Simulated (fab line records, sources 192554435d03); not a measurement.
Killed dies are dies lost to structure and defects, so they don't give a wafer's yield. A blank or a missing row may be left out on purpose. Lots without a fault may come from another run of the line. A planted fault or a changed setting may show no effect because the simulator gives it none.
Chamber matching | flow n5_finfet | N5_BEOL_M8_ETCH_61 on rie_diel-01: 4 sister chambers
The step etches SiARC in CF4, target depth 45.5 nm, time 75.8 s. 4 wafers are shown with their chamber, then 8 later ones without.

WAFERS WITH THEIR CHAMBER
wafer  | chamber | showerhead_plenum_p_Torr (Torr)
L082.6 | 1       | 2.20
L085.1 | 2       | 2.08
L085.6 | 3       | 2.09
L087.1 | 0       | 2.11

WAFERS WITHOUT THEIR CHAMBER
wafer  | showerhead_plenum_p_Torr (Torr)
L087.4 | 2.08
L087.6 | 2.19
L093.3 | 2.08
L093.5 | 2.08
L093.6 | 2.19
L095.3 | 2.10
L095.4 | 2.08
L095.5 | 2.10

WHICH CHAMBER EACH WENT THROUGH
wafer  | from the rows above          | in truth
L087.4 | can't be placed: 2 or 3      | 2
L087.6 | 1                            | 1
L093.3 | can't be placed: 2 or 3      | 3
L093.5 | can't be placed: 2 or 3      | 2
L093.6 | 1                            | 1
L095.3 | can't be placed: 0 or 3 or 2 | 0
L095.4 | can't be placed: 2 or 3      | 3
L095.5 | can't be placed: 0 or 3 or 2 | 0
Placed correctly: 2 of 8. Can't be placed from these rows: 6 (the true chamber is among the candidates in 6). Placed wrongly: 0.
How it was worked out, from the rows above alone: a wafer's distance from a chamber is the root of the sum, over the readings, of the square of ((its reading less the chamber's mean) divided by the reading's scatter). The wafer belongs to the nearest chamber; if the next one is less than 2 further off, it can't be placed. A chamber's mean is the mean of its shown wafers. The scatter: with one shown wafer a chamber, the root of the mean of the squares of how far each hidden wafer lies from its nearest shown one.
